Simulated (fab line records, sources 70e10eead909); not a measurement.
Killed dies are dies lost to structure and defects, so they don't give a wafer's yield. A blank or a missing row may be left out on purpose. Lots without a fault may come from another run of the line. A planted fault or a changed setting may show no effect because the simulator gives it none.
Chamber matching | flow nand_harc | NHARC_A_CHANNEL_FILL_D2_ALD_02 on ald_hk-04: 4 sister chambers
The step deposits SiO2, target thk 6 nm, pulse time 10 s, ald cycles 60. 4 wafers are shown with their chamber, then 7 later ones without.

WAFERS WITH THEIR CHAMBER
wafer  | chamber | heater_power_w (W)
L079.4 | 2       | 493
L087.6 | 1       | 496
L090.1 | 0       | 496
L090.3 | 3       | 442

WAFERS WITHOUT THEIR CHAMBER
wafer  | heater_power_w (W)
L090.5 | 441
L092.1 | 438
L092.2 | 495
L092.3 | 498
L093.1 | 437
L093.2 | 501
L093.3 | 506

WHICH CHAMBER EACH WENT THROUGH
wafer  | from the rows above          | in truth
L090.5 | 3                            | 3
L092.1 | 3                            | 3
L092.2 | can't be placed: 0 or 1 or 2 | 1
L092.3 | can't be placed: 0 or 1 or 2 | 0
L093.1 | 3                            | 3
L093.2 | can't be placed: 0 or 1 or 2 | 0
L093.3 | can't be placed: 0 or 1 or 2 | 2
Placed correctly: 3 of 7. Can't be placed from these rows: 4 (the true chamber is among the candidates in 4). Placed wrongly: 0.
How it was worked out, from the rows above alone: a wafer's distance from a chamber is the root of the sum, over the readings, of the square of ((its reading less the chamber's mean) divided by the reading's scatter). The wafer belongs to the nearest chamber; if the next one is less than 2 further off, it can't be placed. A chamber's mean is the mean of its shown wafers. The scatter: with one shown wafer a chamber, the root of the mean of the squares of how far each hidden wafer lies from its nearest shown one.
